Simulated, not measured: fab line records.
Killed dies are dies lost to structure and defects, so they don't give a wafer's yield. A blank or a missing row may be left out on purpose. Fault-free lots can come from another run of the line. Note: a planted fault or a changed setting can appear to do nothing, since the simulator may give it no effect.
Matching of chambers	flow n5_finfet	N5_MIM_TOP_ETCH_STRIP_01 on rie_diel-01 has 4 sister chambers
The step strips in O2. 8 wafers are shown with their chamber, then 9 later ones without.

## WAFERS WITH THEIR CHAMBER
wafer	chamber	throttle_valve_pct (%)	showerhead_plenum_p_Torr (Torr)
L074.3	0	16.23	2.10
L075.1	3	16.71	2.05
L085.1	0	16.24	2.09
L086.5	3	16.76	2.05
L086.6	2	16.91	2.15
L090.1	1	16.82	2.04
L090.3	2	16.90	2.14
L090.5	1	16.83	2.04

## WAFERS WITH NO CHAMBER GIVEN
wafer	throttle_valve_pct (%)	showerhead_plenum_p_Torr (Torr)
L092.1	16.33	2.04
L092.3	16.90	2.14
L092.4	16.30	2.08
L095.1	16.93	2.14
L095.2	16.83	2.04
L095.4	16.31	2.04
L094.2	16.24	2.08
L094.3	16.96	2.14
L094.5	16.93	2.14

## WHICH CHAMBER EACH ONE RAN IN
wafer	from the rows above	in truth
L092.1	0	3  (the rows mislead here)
L092.3	2	2
L092.4	0	0
L095.1	2	2
L095.2	1	1
L095.4	0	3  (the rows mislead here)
L094.2	0	0
L094.3	2	2
L094.5	2	2
Correctly placed: 7 of 9. From these rows, 0 cannot be placed. Wrongly placed: 2.
How it was worked out, from the rows above alone: a wafer's distance from a chamber is the root of the sum, over the readings, of the square of ((its reading less the chamber's mean) divided by the reading's scatter). The wafer belongs to the nearest chamber; if the next one is less than 2 further off, it can't be placed. The mean given for a chamber averages the wafers shown for that chamber. The scatter is the square root of a quotient: the sum, over the shown wafers, of each reading's squared deviation from its chamber's mean, divided by wafers minus chambers.
